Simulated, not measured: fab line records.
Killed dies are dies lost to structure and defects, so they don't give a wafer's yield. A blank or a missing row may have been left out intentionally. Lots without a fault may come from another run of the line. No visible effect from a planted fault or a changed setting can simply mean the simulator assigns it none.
One fault seen from 2 desks / flow n5-finfet / what lay behind the numbers comes last; until then each desk has only its own

== DESK OF THE TOOL OWNER: rie-diel-04 ==
The tool's own readings at N5_BEOL_M3_ETCH_77 (etches underlayer in N2/H2, target depth 6.5 nm, time 5.2 s): means of the sampled wafers that have a number, for each lot that ran on this tool. Marked OUT: a lot whose mean sits more than 4 standard deviations from the usual mean, which makes it out of limits; the brackets give that distance. 7 of its 8 readings are shown: the first one out of limits and those lying furthest out on some lot.
Columns: A = chamber-pressure-mTorr at N5_BEOL_M3_ETCH_77, usual 30.00 mTorr; B = drypump-motor-current-A at N5_BEOL_M3_ETCH_77, usual 5.85 A; C = etch-rf-on-time-s at N5_BEOL_M3_ETCH_77, usual 5.20 s; D = oes-product-au at N5_BEOL_M3_ETCH_77, usual 0.66 a.u.; E = rf-fwd-power-W at N5_BEOL_M3_ETCH_77, usual 819.5 W; F = showerhead-plenum-p-Torr at N5_BEOL_M3_ETCH_77, usual 2.53 Torr; G = throttle-valve-pct at N5_BEOL_M3_ETCH_77, usual 17.95 %
lot=L133; first seen here=day 7 14:57; A=29.99; B=5.93; C=5.28; D=0.66; E=820.1; F=2.49; G=17.91
lot=L136; first seen here=day 8 14:11; A=30.04; B=5.77; C=5.28; D=0.61; E=819.9; F=2.45; G=18.02
lot=L142; first seen here=day 10 03:14; A=30.01; B=5.58; C=8.99 (+45) OUT; D=0.51; E=819.7; F=2.51; G=17.75
lot=L145; first seen here=day 10 17:20; A=30.00; B=5.72; C=9.12 (+47) OUT; D=0.53; E=821.5; F=2.53; G=17.68
Finding of this desk: L142, L145 out of limits; the first was L142 at day 10 03:14, on etch-rf-on-time-s at N5_BEOL_M3_ETCH_77. L133, L136: within limits.

== FROM THE METROLOGY DESK ==
What the gauges read, lot by lot, whatever tool the lot ran on: means of the sampled wafers that have a number. Marked OUT: a lot whose mean sits more than 4 standard deviations from the usual mean, which makes it out of limits; the brackets give that distance. 7 of its 11 readings are shown, namely those furthest out on some lot.
Columns: A = V2_OVL at N5_BEOL_M3_OVL_MEAS_29, usual 0.1 nm; B = DIBL_P at N5_BEOL_M4_RC_MEAS_101, usual 37.1 mV/V; C = IOFF_P at N5_BEOL_M4_RC_MEAS_101, usual 0.22 nA/um; D = ION_N at N5_BEOL_M4_RC_MEAS_101, usual 679 uA/um; E = ION_P at N5_BEOL_M4_RC_MEAS_101, usual 466 uA/um; F = SS_N at N5_BEOL_M4_RC_MEAS_101, usual 71.7 mV/dec; G = VT_P at N5_BEOL_M4_RC_MEAS_101, usual -250 mV
lot=L132; first seen here=day 7 14:33; A=-0.9; B=36.1; C=0.20; D=675; E=461; F=71.0; G=-251
lot=L133; first seen here=day 7 14:45; A=-1.7; B=37.7; C=0.27; D=694; E=482; F=71.7; G=-245
lot=L136; first seen here=day 8 14:04; A=-0.8; B=37.1; C=0.22; D=678; E=467; F=71.4; G=-248
lot=L142; first seen here=day 10 03:07; A=1.0; B=40.0; C=0.26; D=674; E=464; F=72.5; G=-246
lot=L145; first seen here=day 10 17:12; A=1.0; B=38.2; C=0.21; D=688; E=470; F=72.3; G=-252
lot=L146; first seen here=day 10 22:42; A=1.2; B=37.0; C=0.23; D=687; E=468; F=71.4; G=-248
lot=L149; first seen here=day 11 22:07; A=0.5; B=36.0; C=0.19; D=666; E=458; F=71.9; G=-252
lot=L151; first seen here=day 12 05:01; A=0.1; B=37.8; C=0.24; D=698; E=475; F=71.8; G=-249
This desk's verdict: no lot among the 8 shows anything out of limits.

== ALL TOGETHER ==
The tool owner's desk could have raised an alarm at day 10 03:14, on L142, L145.
From the metrology desk's view, nothing was out of limits.
The metrology desk has L142, L145 on record, within its limits.
Of the lots named, all ran N5_BEOL_M3_ETCH_77 on rie-diel-04.

== WHAT THE SIMULATOR HAD PUT IN ==
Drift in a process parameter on rie-diel-04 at N5_BEOL_M3_ETCH_77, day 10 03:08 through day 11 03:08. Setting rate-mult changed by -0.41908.
Lots struck among those shown: L142, L145.
Time in hours from fault onset to the first out-of-limits reading at each desk: the tool owner's desk, 0.
